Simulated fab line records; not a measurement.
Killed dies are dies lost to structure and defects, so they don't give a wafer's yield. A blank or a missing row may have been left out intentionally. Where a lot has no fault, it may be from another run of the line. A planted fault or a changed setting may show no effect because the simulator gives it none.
Which of the tools did it? :: flow nand_harc :: 6 lots, 18 wafers sampled, at 4 steps of a route of 1302

== WHAT THE GAUGES READ, wafer by wafer ==
NHARC_THIN_TSV_CD_MEAS_33: target cd 5000 nm.
lot: L258
measured: day 24 10:57
on: cd_sem-03
cd_nm (nm): 5002.2 4996.2 5003.3

lot: L260
measured: day 25 08:47
on: cd_sem-01
cd_nm (nm): 5002.5 4998.4 4999.8

lot: L264
measured: day 27 08:47
on: cd_sem-01
cd_nm (nm): 4999.6 4999.4 4997.1

lot: L271
measured: day 30 03:59
on: cd_sem-03
cd_nm (nm): 4997.8 5001.7 5000.1

lot: L275
measured: day 31 07:38
on: cd_sem-01
cd_nm (nm): 5000.8 4998.6 5000.0

lot: L278
measured: day 32 18:49
on: cd_sem-02
cd_nm (nm): 4995.6 5001.8 5000.1

== WHAT TOOL EACH LOT RAN ON (gives the tool, then ch and the chambers of the sampled wafers, and finally the start) ==
lot: L258
NHARC_P_CONTACT_ALD_22: ald_metal-02 ch 0,1,2, day 6 14:46
NHARC_A_BONDPAD_ANNEAL_28: rtp_anneal-02 ch 0, day 23 16:18
NHARC_THIN_TSV_DESCUM_14: rie_diel-02 ch 0,1,3, day 24 05:07

lot: L260
NHARC_P_CONTACT_ALD_22: ald_metal-02 ch 1,3, day 7 10:44
NHARC_A_BONDPAD_ANNEAL_28: rtp_anneal-02 ch 0, day 24 10:31
NHARC_THIN_TSV_DESCUM_14: rie_diel-11 ch 1,2,3, day 25 03:02

lot: L264
NHARC_P_CONTACT_ALD_22: ald_metal-04 ch 2,3, day 8 21:47
NHARC_A_BONDPAD_ANNEAL_28: rtp_anneal-01 ch 0, day 26 12:26
NHARC_THIN_TSV_DESCUM_14: rie_diel-11 ch 0,3, day 27 03:02

lot: L271
NHARC_P_CONTACT_ALD_22: ald_metal-04 ch 0,1,2, day 12 02:22
NHARC_A_BONDPAD_ANNEAL_28: rtp_anneal-01 ch 0, day 29 03:49
NHARC_THIN_TSV_DESCUM_14: rie_diel-11 ch 0,1,3, day 29 22:11

lot: L275
NHARC_P_CONTACT_ALD_22: ald_metal-03 ch 0,2,3, day 13 13:27
NHARC_A_BONDPAD_ANNEAL_28: rtp_anneal-01 ch 0, day 30 12:23
NHARC_THIN_TSV_DESCUM_14: rie_diel-11 ch 1,2, day 31 01:52

lot: L278
NHARC_P_CONTACT_ALD_22: ald_metal-03 ch 1,2, day 14 19:41
NHARC_A_BONDPAD_ANNEAL_28: rtp_anneal-02 ch 0, day 31 21:58
NHARC_THIN_TSV_DESCUM_14: rie_diel-02 ch 1,2,3, day 32 13:05
- NHARC_P_CONTACT_ALD_22: deposits TiN, target thk 3 nm, pulse time 1 s, ald cycles 150.
- NHARC_A_BONDPAD_ANNEAL_28: time 90 s.
- NHARC_THIN_TSV_DESCUM_14: chemistry O2, time 3 s.

== THE ANSWER, worked out from the rows above alone ==
Rule: the usual values come from the lots themselves. Put in order of their means at a reading, lots are off if they are a third of the lots or fewer, leave a main group of 4 or more, and stand apart from it by a gap of 3 or more times the standard deviation of the main group's means; of several such gaps the widest counts. The tables above print the reading to a certain number of digits; a main group whose means all agree to those digits is not used. A lot without any number at a reading at which 4 lots or more have one is off too. The other lots that the step has rows for count as sound.
No lot is off at any reading shown: from this, nothing can be told.

== WHAT HAD BEEN PUT IN BY THE SIMULATOR ==
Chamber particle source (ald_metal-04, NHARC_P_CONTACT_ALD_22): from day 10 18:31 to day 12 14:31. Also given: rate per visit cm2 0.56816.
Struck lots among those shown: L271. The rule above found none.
